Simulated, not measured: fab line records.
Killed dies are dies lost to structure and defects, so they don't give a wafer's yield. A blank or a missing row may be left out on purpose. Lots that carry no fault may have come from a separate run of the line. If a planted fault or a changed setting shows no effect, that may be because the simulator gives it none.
A struck lot beside a sound one | flow nand_harc | 14 steps out of a route of 1302
Sound: these wafers, L989.2, L989.4, L989.5. Struck: wafers L993.1, L993.3, L993.6. Last of all comes the cause.
Per side, at each step with rows, come the tool, then ch with its chambers, and then its first start. Under that, the readings that differ: sound wafers | struck wafers | difference of the means | sigmas: that difference in standard deviations of wafers without a fault.
alike: same words and numbers on both sides, and readings whose means sit less than 2 such deviations apart. not compared: any withheld reading, any reading some wafer has no value for, any bound like >300 that may hide the same value, and any number with overlapping values for which the record gives no deviation.
A row with sigmas, a row that says differs or no value, or rows on one side alone: a step with any of these is where the two part. When numbers do not overlap yet have no deviation, they are printed without sigmas and do not part them. A reading that every wafer of one side lacks parts them only if that side has two wafers or more.

first, 1 step without rows for these wafers: NHARC_A_STAIRCASE_TRIM_14 (chemistry O2, time 211.2 s).
NHARC_A_STAIRCASE_ETCH_15: etches the open film in C4F8/O2, target depth 100 nm, time 40.5 s.
  sound on rie_diel-13 ch 0,2,3; struck on rie_diel-13 ch 0,2
  alike: oes_product_au, rf_vpp_V
  not compared: rf_hours_counter_h
then, 1 step without rows for these wafers: NHARC_A_STAIRCASE_TRIM_16 (chemistry O2, time 211.2 s).
NHARC_A_STAIRCASE_ETCH_17: etches the open film in C4F8/O2, target depth 100 nm, time 40.5 s.
  sound on rie_diel-13 ch 0,1,2; struck on rie_diel-13 ch 2,3
  alike: oes_product_au, rf_vpp_V
  not compared: rf_hours_counter_h
then, 1 step without rows for these wafers: NHARC_A_STAIRCASE_TRIM_18 (chemistry O2, time 211.2 s).
NHARC_A_STAIRCASE_ETCH_19: etches the open film in C4F8/O2, target depth 100 nm, time 40.5 s.
  sound on rie_diel-13 ch 0,3; struck on rie_diel-13 ch 0,1
  alike: oes_product_au, rf_vpp_V
  not compared: rf_hours_counter_h
NHARC_A_STAIRCASE_TRIM_20: chemistry O2, time 211.2 s.
  sound on rie_diel-02 ch 1,2,3, day 20 09:44; struck on rie_diel-02 ch 0,1,2, day 22 04:10
  alike: drypump_motor_current_A, oes_product_au, rf_vpp_V, showerhead_plenum_p_Torr, throttle_valve_pct
  not compared: rf_hours_counter_h
NHARC_A_STAIRCASE_ETCH_21: etches the open film in C4F8/O2, target depth 100 nm, time 40.5 s.
  sound on rie_diel-02 ch 1,3; struck on rie_diel-02 ch 1,3
  alike: oes_product_au, rf_vpp_V
  not compared: rf_hours_counter_h
then, 3 steps without rows for these wafers: NHARC_A_STAIRCASE_TRIM_22 (chemistry O2, time 211.2 s); NHARC_A_STAIRCASE_ETCH_23 (etches the open film in C4F8/O2, target depth 100 nm, time 40.5 s); NHARC_A_STAIRCASE_TRIM_24 (chemistry O2, time 211.2 s).
NHARC_A_STAIRCASE_ETCH_25: etches the open film in C4F8/O2, target depth 100 nm, time 40.5 s.
  sound on rie_diel-02 ch 0,2, day 20 10:22; struck on rie_diel-02 ch 2,3, day 22 04:54
  reading               | sound             | struck            | difference | sigmas
  oes_product_au (a.u.) | 0.934 0.957 0.955 | 0.776 0.771 0.773 | -0.175     | -15
  alike: rf_vpp_V
  not compared: rf_hours_counter_h
then, 1 step without rows for these wafers: NHARC_A_STAIRCASE_TRIM_26 (chemistry O2, time 211.2 s).
-- break in the record here, with 9 days between the starts of the struck wafers on either side (left off in module A_STAIRCASE, picked up again in module END, where the first step shown is number 1302 on the route) --
NHARC_END_SORT_01:
  sound on prober-02 ch 0, day 29 04:47; struck on prober-02 ch 0, day 30 20:56
  reading         | sound    | struck                                                               | difference                   | sigmas
  hold            | - - -    | await_dispo/2.1h/scrap await_dispo/2.1h/scrap await_dispo/2.1h/scrap | no value on the sound wafers |
  killed_at_array | 68 67 68 | 672 669 666                                                          | +601                         | +33
  killed_dies     | 70 69 72 | 677 675 676                                                          | +606                         | +34
  alike: killed_at_other, killed_at_periphery, killed_open, killed_short

WHERE THEY PART
Last at NHARC_END_SORT_01 as far as this record goes, first at NHARC_A_STAIRCASE_ETCH_25.

WHY: the cause the simulator had injected
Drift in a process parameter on rie_diel-02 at NHARC_A_STAIRCASE_ETCH_25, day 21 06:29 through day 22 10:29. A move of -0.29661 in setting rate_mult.
